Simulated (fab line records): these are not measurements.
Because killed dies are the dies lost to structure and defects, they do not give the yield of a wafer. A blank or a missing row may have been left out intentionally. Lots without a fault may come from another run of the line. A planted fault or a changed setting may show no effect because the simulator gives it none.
fab line records + flow n5-finfet
record
- lots=3
- wafers=9
- last-day=17
route steps=1938 shown BEOL_M14@1761 BEOL_M15@1773 PASSIVATION@1936
lots untouched by any fault: they come from a run of this same line in which no faults occurred
start-h: the number of hours between the record's first day and the start of the first shown wafer of the lot + wait-h: time in hours since the lot's previous step + " as in the row above + L1.1+2: a row that stands for several wafers + - no value, or no start given + * or withheld: withheld + < > ~ a bound
route shown NAME@n: NAME is a module with steps in the file, n the number in the route of the first one + usual: mean/standard deviation of fault-free wafers + same: alike in all rows + chamber/n: place in a boat + sites: the reading at each site + _std_site: the values' standard deviation + _edge_site: inner sites' mean taken away from outer sites' mean + radius-mm: how far each site lies from the wafer's centre + mask NAME#n: copy n + behind: the last tool/chamber to shape the wafer + hold: cause of the lot's hold/its duration in hours/its outcome + device: the n, p or np transistor that did not switch + end of line: at the end of the route, the tests of the same wafers + for a step that has no rows: nothing shown but its recipe + killed: not the wafer's yield, but the dies lost to structure and defects at the first sort + map: per-die view of a wafer (x killed, . not killed, _ where there is no die)
set.NAME: the setting as run; set.NAME@STEP: as run at that earlier step + model.NAME: the simulator's own value behind a step, which no gauge read
lots at selected steps of the route; one table per step, one row per wafer
services: when a tool's chamber went out of use (start-h, in hours from the record's first day, below 0 if earlier), for how many hours, and the reason
## steps
# step N5_BEOL_M14_PRE_CLEAN_42
# recipe
- gas=H2/He
- time-s=30
- temp-c=300
# step N5_BEOL_M14_SPUTTER_43
# recipe
- material=TaN
- target-thk-a=150
- temp-c=50
- bias-v=168.6
- power-w=15000
- chamber-pressure-pa=0.12
- time-s=24.19
# step N5_BEOL_M14_SPUTTER_44
# recipe
- material=Ta
- target-thk-a=150
- temp-c=50
- bias-v=80
- power-w=15000
- chamber-pressure-pa=0.07
- time-s=24.19
# step N5_BEOL_M14_SPUTTER_45
# recipe
- material=Cu
- target-thk-a=1000
- temp-c=-20
- bias-v=60
- power-w=26000
- chamber-pressure-pa=0.13
- time-s=16.67
# step N5_BEOL_M14_ECD_47
# recipe
- material=Cu
- target-thk-a=12480
# step N5_BEOL_M14_ANNEAL_48
# recipe
- temp-c=225
- time-s=90
- ambient=N2
# step N5_BEOL_M14_CMP_49
# recipe
- stop-on=SiO2
- t-overpolish-s=5.2
- down-force-psi=2
- platen-rpm=80
- clearing-platen-down-force-psi=2
- clearing-platen-rpm=80
- post-cmp-clean=cu-alkaline
- target-thk-nm=560
- clearing-platen-pad-velocity-m-s=1.5917
- pad-velocity-m-s=1.5917
# step N5_BEOL_M14_PRE_CLEAN_52
# recipe
- gas=NH3
- time-s=15
- temp-c=withheld
- rf-power-w=300
# step N5_BEOL_M14_DEP_53
# recipe
- material=SiCN
- target-thk-a=500
- temp-c=withheld
- precursor=3MS/NH3
- pressure-torr=3
- rf-w=675
- time-s=17.8
# step N5_BEOL_M15_ILD_DEP_00
# recipe
- material=SiO2
- target-thk-a=16293
- temp-c=400
- precursor=TEOS/O2
- pressure-torr=6.5
- rf-w=900
- teos-flow-sccm=161.4
- gas=O2
- flow-sccm=2650
- time-s=346.1
# usual
- chamber-pressure-Torr=6.500/0.014
- heater-power-w=562/90
- run-length-s=389.1/0.54
- showerhead-plenum-p-Torr=8.34/0.044
- throttle-valve-pct=18.5/1
| lot.wafer | tool     | chamber | start-h | wait-h | chamber-pressure-Torr | heater-power-w | run-length-s | showerhead-plenum-p-Torr | throttle-valve-pct | model.SiO2_of_BEOL_M15_ILD_DEP_00.thk-nm |
|-----------|----------|---------|---------|--------|-----------------------|----------------|--------------|--------------------------|--------------------|------------------------------------------|
| L937.1    | pecvd-01 | 1       | 295.93  | 0.0    | 6.511                 | 463            | 389.7        | 8.29                     | 20.3               | 1631                                     |
| L937.4    | "        | 1       | "       | "      | 6.512                 | 529            | 389.0        | 8.28                     | 20.0               | 1648                                     |
| L937.5    | "        | 2       | "       | "      | 6.497                 | 729            | 389.0        | 8.31                     | 18.0               | 1613                                     |
| L940.1    | pecvd-01 | 0       | 312.70  | 0.0    | 6.504                 | 594            | 375.2        | 8.33                     | 18.1               | 1538                                     |
| L940.3    | "        | 2       | "       | "      | 6.508                 | 632            | 389.4        | 8.27                     | 17.7               | 1584                                     |
| L940.4    | "        | 1       | "       | "      | 6.477                 | 534            | 388.9        | 8.28                     | 20.2               | 1658                                     |
| L954.1    | pecvd-04 | 2       | 395.27  | 0.0    | 6.525                 | 574            | 387.9        | 8.37                     | 16.8               | 1661                                     |
| L954.3    | "        | 0       | "       | "      | 6.505                 | 673            | 389.0        | 8.33                     | 19.5               | 1619                                     |
| L954.6    | "        | 0       | "       | "      | 6.496                 | 542            | 389.1        | 8.34                     | 19.1               | 1666                                     |
# step N5_BEOL_M15_THK_MEAS_01
# recipe
- reads=SiO2_of_BEOL_M15_ILD_DEP_00
# usual
- M15_ILD_THK=1632/26
| lot.wafer | tool          | chamber | start-h | wait-h | M15_ILD_THK[nm] |
|-----------|---------------|---------|---------|--------|-----------------|
| L937.1    | film-metro-01 | -       | 296.18  | 0.1    | 1631            |
| L937.4    | "             | -       | "       | "      | 1647            |
| L937.5    | "             | -       | "       | "      | 1613            |
| L940.1    | film-metro-01 | -       | 312.95  | 0.1    | 1538            |
| L940.3    | "             | -       | "       | "      | 1584            |
| L940.4    | "             | -       | "       | "      | 1658            |
| L954.1    | film-metro-01 | -       | 395.52  | 0.1    | 1660            |
| L954.3    | "             | -       | "       | "      | 1618            |
| L954.6    | "             | -       | "       | "      | 1666            |
# step N5_BEOL_M15_COAT_58
# recipe
- resist=BARC
- temp-c=205
- time-s=60
- spin-rpm=1500
- resist-thk-nm=89
# step N5_BEOL_M15_COAT_04
# recipe
- spin-rpm=1704
- resist-thk-nm=800
# step N5_BEOL_M15_EBR_06
# recipe
- solvent=PGMEA
- ebr-width-mm=1.5
# step N5_BEOL_M15_SOFTBAKE_05
# recipe
- temp-c=130
- time-s=60
# step N5_BEOL_M15_EXPOSE_07
# recipe
- mask-id=V14
- na=0.8
- source-shape=annular
- sigma-inner=0.5
- sigma-outer=0.8
- polarization=unpolarized
- attpsm-phase-deg=180
- dose-mj=41.25
# step N5_BEOL_M15_PEB_08
# recipe
- peb-temp-c=130
- peb-time-s=90
# step N5_BEOL_M15_DEVELOP_09
# recipe
- develop-time-s=45
- rinse-liquid=diw
- dry=air-spin
- dev-temp-c=21
# step N5_BEOL_M15_HARDBAKE_14
# recipe
- temp-c=130
- time-s=120
# step N5_BEOL_M15_DESCUM_15
# recipe
- chemistry=O2
- time-s=7.9
- source-power-w=50
- bias-power-w=20
- pressure-mtorr=20
- rf-frequency-hz=2.712e+07
- temp-c=40
- o2-flow-sccm=225
# step N5_BEOL_M15_ETCH_59
# recipe
- chemistry=N2/H2
- target=BARC
- target-depth-a=890
- overetch-a=267
- time-s=67.9
- ion-energy-ev=200
- pressure-mtorr=30
- source-w=840
- bias-w=150
- n2-flow-sccm=200
- h2-flow-sccm=200
# step N5_BEOL_M15_VIA_ETCH_16
# recipe
- chemistry=C4F8/O2/Ar
- target=SiO2
- he-inner-torr=15
- he-outer-torr=30
- target-depth-a=17922
- time-s=withheld
- ion-energy-ev=800
- pressure-mtorr=20
- source-w=1905
- bias-w=2040
- Ar_flow_sccm=400
- C4F8_flow_sccm=16
- O2_flow_sccm=12
- ends=cleared
# usual
- drypump-motor-current-A=5.6/0.43
- oes-product-au=0.73/0.072
- rf-vpp-V=2209/37
- showerhead-plenum-p-Torr=3.37/0.11
- throttle-valve-pct=30.90/0.23
| lot.wafer | tool        | chamber | start-h | wait-h | drypump-motor-current-A | oes-product-au | rf-vpp-V | showerhead-plenum-p-Torr | throttle-valve-pct | model.etch.depth-nm | model.coat_of_BEOL_M15_COAT_04.thk-nm |
|-----------|-------------|---------|---------|--------|-------------------------|----------------|----------|--------------------------|--------------------|---------------------|---------------------------------------|
| L937.1    | rie-diel-04 | 1       | 296.65  | 0.0    | 6.2                     | 0.70           | 2191     | 3.45                     | 30.85              | 1631                | 331.8                                 |
| L937.4    | "           | 3       | "       | "      | 6.1                     | 0.80           | 2214     | 3.37                     | 30.87              | 1648                | 322                                   |
| L937.5    | "           | 1       | "       | "      | 6.2                     | 0.70           | 2189     | 3.45                     | 30.84              | 1613                | 338                                   |
| L940.1    | rie-diel-02 | 0       | 313.42  | 0.0    | 5.0                     | 0.68           | 2173     | 3.17                     | 31.09              | 1538                | 353.4                                 |
| L940.3    | "           | 3       | "       | "      | 5.5                     | 0.64           | 2285     | 3.41                     | 30.90              | 1584                | 348.8                                 |
| L940.4    | "           | 2       | "       | "      | 5.8                     | 0.88           | 2252     | 3.39                     | 30.75              | 1658                | 332.4                                 |
| L954.1    | rie-diel-02 | 1       | 396.00  | 0.0    | 5.2                     | 0.72           | 2188     | 3.34                     | 30.56              | 1661                | 322.2                                 |
| L954.3    | "           | 0       | "       | "      | 5.0                     | 0.66           | 2171     | 3.16                     | 31.12              | 1619                | 329.2                                 |
| L954.6    | "           | 1       | "       | "      | 5.2                     | 0.73           | 2188     | 3.34                     | 30.55              | 1666                | 319.4                                 |
# step N5_BEOL_M15_STRIP_63
# recipe
- chemistry=O2
- power-w=600
- temp-c=60
- pressure-mtorr=30
- rf-frequency-hz=6e+07
- bias-power-w=0
- overash-fraction=0.3
- o2-flow-sccm=225
# step N5_BEOL_M15_STRIP_64
# recipe
- chemistry=O2
- power-w=600
- temp-c=60
- pressure-mtorr=30
- rf-frequency-hz=6e+07
- bias-power-w=0
- overash-fraction=0.3
- o2-flow-sccm=225
# step N5_BEOL_M15_STRIP_65
# recipe
- chemistry=post-etch-residue-remover
- time-s=60
- temp-c=25
- remover-ph=withheld
- remover-water-wt-pct=withheld
- remover-fluoride-wt-pct=withheld
# step N5_BEOL_M15_SRD_66
# recipe
- time-s=30
- temp-c=23
- rinse-liquid=diw
- dry=n2-spin
- spin-rpm=1500
- dry-time-s=30
# step N5_BEOL_M15_COAT_56
# recipe
- resist=SOC
- temp-c=250
- time-s=60
- spin-rpm=1500
- resist-thk-nm=550
# step N5_BEOL_M15_ETCH_57
# recipe
- chemistry=N2/H2
- target=SOC
- source-w=3000
- bias-w=350
- time-s=750
- ion-energy-ev=200
- pressure-mtorr=30
- n2-flow-sccm=200
- h2-flow-sccm=200
# step N5_BEOL_M15_COAT_60
# recipe
- resist=BARC
- temp-c=205
- time-s=60
- spin-rpm=1500
- resist-thk-nm=89
# step N5_BEOL_M15_COAT_22
# recipe
- spin-rpm=1704
- resist-thk-nm=800
# step N5_BEOL_M15_EBR_24
# recipe
- solvent=PGMEA
- ebr-width-mm=1.5
# step N5_BEOL_M15_SOFTBAKE_23
# recipe
- temp-c=130
- time-s=60
# step N5_BEOL_M15_EXPOSE_25
# recipe
- mask-id=M15
- na=0.8
- source-shape=annular
- sigma-inner=0.5
- sigma-outer=0.8
- polarization=unpolarized
- target-cd-nm=400
- dose-mj=35.5
# step N5_BEOL_M15_PEB_26
# recipe
- peb-temp-c=130
- peb-time-s=90
# step N5_BEOL_M15_DEVELOP_27
# recipe
- develop-time-s=45
- rinse-liquid=diw
- dry=air-spin
- dev-temp-c=21
# step N5_BEOL_M15_CMP_49
# recipe
- stop-on=SiO2
- t-overpolish-s=4.9
- down-force-psi=2
- platen-rpm=80
- clearing-platen-down-force-psi=2
- clearing-platen-rpm=80
- post-cmp-clean=cu-alkaline
- target-thk-nm=850
- clearing-platen-pad-velocity-m-s=1.5917
- pad-velocity-m-s=1.5917
# usual
- barrier-field-endpoint-s=11.49/0.27
- clearing-platen-down-force-psi=2.000/0.0044
- clearing-platen-rpm=80.00/0.045
- motor-current-A=7.6/0.76
- overpolish-run-s=4.901/0.0082
- platen-rpm=79.99/0.051
- retaining-ring-pressure-frac=1.000/0.0049
| lot.wafer | tool   | chamber | start-h | wait-h | barrier-field-endpoint-s | clearing-platen-down-force-psi | clearing-platen-rpm | motor-current-A | overpolish-run-s | platen-rpm | retaining-ring-pressure-frac | model.SiO2_of_BEOL_M15_ILD_DEP_00.thk-nm |
|-----------|--------|---------|---------|--------|--------------------------|--------------------------------|---------------------|-----------------|------------------|------------|------------------------------|------------------------------------------|
| L937.4    | cmp-02 | 3       | 300.67  | 0.1    | 12.23                    | 2.001                          | 80.11               | 7.6             | 4.916            | 79.98      | 1.005                        | 1568                                     |
| L937.1    | "      | 0       | "       | "      | 11.58                    | 2.005                          | 80.04               | 7.9             | 4.895            | 80.02      | 1.004                        | 1550                                     |
| L937.5    | "      | 0       | "       | "      | 11.61                    | 2.004                          | 79.99               | 7.3             | 4.903            | 79.99      | 1.001                        | 1531                                     |
| L940.1    | cmp-02 | 3       | 320.85  | 0.3    | 11.63                    | 2.000                          | 80.06               | 7.3             | 4.900            | 79.97      | 0.996                        | 1458                                     |
| L940.3    | "      | 0       | "       | "      | 11.23                    | 2.003                          | 80.00               | 7.7             | 4.911            | 79.94      | 1.000                        | 1506                                     |
| L940.4    | "      | 1       | "       | "      | 11.41                    | 2.004                          | 80.12               | 7.0             | 4.918            | 80.05      | 1.005                        | 1578                                     |
| L954.3    | cmp-04 | 1       | 401.64  | 0.2    | 11.34                    | 2.000                          | 79.97               | 9.4             | 4.893            | 80.00      | 1.004                        | 1541                                     |
| L954.1    | "      | 2       | "       | "      | 11.36                    | 1.999                          | 80.05               | 7.3             | 4.904            | 79.93      | 1.002                        | 1582                                     |
| L954.6    | "      | 0       | "       | "      | 11.09                    | 2.003                          | 79.95               | 7.7             | 4.908            | 79.96      | 1.003                        | 1588                                     |
# step N5_PASSIVATION_PROBE_49
# usual
- defect-limited-yield=91.3/1.5
- killed_at_M0_to_M3=31/11
- killed_at_M4_up=14/5.1
- killed-at-contacts=12/5.6
- killed-at-front-end=42/12
- killed-at-other=3.8/2.9
- killed-dies=103/18
- killed-on-rim=14/4.5
- killed-open=67/14
- killed-short=33/8
- sort_bin_5_function=5.1/1
- sort_bin_6_memory=3.2/0.75
- sort-n-pass=1077/18
- sort-yield-pct=91.3/1.5
# same
- gross-dies=1180
- killed-at-back-side=0
- sort_bin_4_leakage[%]=0
- sort_bin_8_speed[%]=0
| lot.wafer | tool      | chamber | start-h | wait-h | defect-limited-yield[%] | killed_at_M0_to_M3 | killed_at_M4_up | killed-at-contacts | killed-at-front-end | killed-at-other | killed-dies | killed-on-rim | killed-open | killed-short | sort_bin_5_function[%] | sort_bin_6_memory[%] | sort-n-pass | sort-yield-pct[%] |
|-----------|-----------|---------|---------|--------|-------------------------|--------------------|-----------------|--------------------|---------------------|-----------------|-------------|---------------|-------------|--------------|------------------------|----------------------|-------------|-------------------|
| L937.1    | prober-02 | -       | 314.63  | 0.1    | 85.9                    | 37                 | 26              | 12                 | 86                  | 5               | 166         | 27            | 99          | 58           | 7.9                    | 5.1                  | 1014        | 85.9              |
| L937.4    | prober-02 | -       | 314.78  | 0.2    | 90.3                    | 26                 | 18              | 7                  | 61                  | 3               | 115         | 16            | 65          | 44           | 4.4                    | 4.4                  | 1065        | 90.3              |
| L937.5    | prober-02 | -       | 314.83  | 0.3    | 90.5                    | 31                 | 10              | 10                 | 59                  | 2               | 112         | 13            | 69          | 40           | 5.3                    | 3.4                  | 1068        | 90.5              |
| L940.3    | prober-01 | -       | 339.52  | 0.1    | 93.3                    | 18                 | 6               | 7                  | 43                  | 5               | 79          | 5             | 54          | 25           | 3.9                    | 2.5                  | 1101        | 93.3              |
# killed by level:class
L937.1 STI_FIN_REVEAL:geometric-particle:open=28 BEOL_M4:geometric-particle:open=19 FIN_SAQP:geometric-particle:short=16 BEOL_M0_SAQP:geometric-particle:open=16 BEOL_M0_SAQP:geometric-particle:short=14 MOL_CONTACT_COAG:geometric-particle:open=10 FIN_SAQP:geometric-particle:open=8 HKMG_FIN:area-etch=8
L937.4 FIN_SAQP:geometric-particle:short=12 BEOL_M0_SAQP:geometric-particle:open=10 STI_FIN_REVEAL:geometric-particle:open=9 DUMMY_GATE:geometric-particle:open=9 BEOL_M0_SAQP:geometric-particle:short=8 MOL_CONTACT_COAG:geometric-particle:open=6 BEOL_M4:geometric-particle:short=6 HKMG_FIN:area-etch=6
L937.5 STI_FIN_REVEAL:geometric-particle:open=18 FIN_SAQP:geometric-particle:short=11 FIN_SAQP:geometric-particle:open=7 MOL_CONTACT_COAG:geometric-particle:open=7 BEOL_M0_SAQP:geometric-particle:short=7 BEOL_M3:geometric-particle:open=7 DUMMY_GATE:geometric-particle:open=6 BEOL_M0_SAQP:geometric-particle:open=5
L940.3 FIN_SAQP:geometric-particle:open=10 STI_FIN_REVEAL:geometric-particle:open=8 FIN_SAQP:geometric-particle:short=7 GATE_CUT:geometric-particle:open=5 MOL_CONTACT_COAG:geometric-particle:open=5 BEOL_M3:geometric-particle:open=5 STI_FIN_REVEAL:geometric-particle:short=4 DUMMY_GATE:geometric-particle:open=3
## services
| tool        | chamber | start-h | hours | kind                           |
|-------------|---------|---------|-------|--------------------------------|
| cmp-04      | -       | 277.14  | 9.5   | pm                             |
| rie-diel-04 | 2       | 277.56  | 5.6   | repair                         |
| pecvd-04    | 1       | 287.77  | 1.9   | repair                         |
| cmp-04      | -       | 293.90  | 0.8   | repair                         |
| pecvd-04    | 2       | 296.36  | 2.1   | scheduled-down                 |
| cmp-02      | -       | 313.84  | 4.0   | pm                             |
| cmp-02      | -       | 317.84  | -     | consumable-replace:conditioner |
| cmp-02      | -       | 317.84  | -     | consumable-replace:pad         |
| pecvd-01    | 0       | 320.34  | 2.1   | scheduled-down                 |
| pecvd-04    | -       | 326.25  | 2.8   | pm                             |
| cmp-04      | -       | 326.72  | 2.6   | repair                         |
| pecvd-04    | 2       | 329.76  | 6.5   | repair                         |
| cmp-04      | -       | 351.12  | 0.3   | repair                         |
| pecvd-01    | -       | 368.41  | 6.8   | repair                         |
| pecvd-04    | -       | 382.54  | 0.4   | repair                         |
## key
first-sign
- step=N5_BEOL_M15_ILD_DEP_00
- reading=run-length-s
- direction=down
- sigmas=26
- usual=*
- struck=*
effect
- step=N5_BEOL_M15_THK_MEAS_01
- reading=M15_ILD_THK
- direction=down
- sigmas=3.7
- usual=1632
- struck=1538
model-effect
- step=N5_BEOL_M15_ILD_DEP_00
- value=SiO2_of_BEOL_M15_ILD_DEP_00.thk-nm
- without=1609
- struck=1538
model-effect
- step=N5_BEOL_M15_VIA_ETCH_16
- value=etch.depth-nm
- without=1609
- struck=1538
model-effect
- step=N5_BEOL_M15_CMP_49
- value=SiO2_of_BEOL_M15_ILD_DEP_00.thk-nm
- without=1529
- struck=1458
met-at N5_BEOL_M15_ILD_DEP_00
struck-wafers L940.1
onset-between 295.93 312.70
fault
- kind=process-parameter-drift
- tool=pecvd-01
- chamber=-
- onset-h=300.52
- steps=N5_BEOL_M15_ILD_DEP_00
- channel=time-s
- offset=*
- shape=step
- end-h=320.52
- scope=struck-wafers-only
- acts-in=*
- stated=*
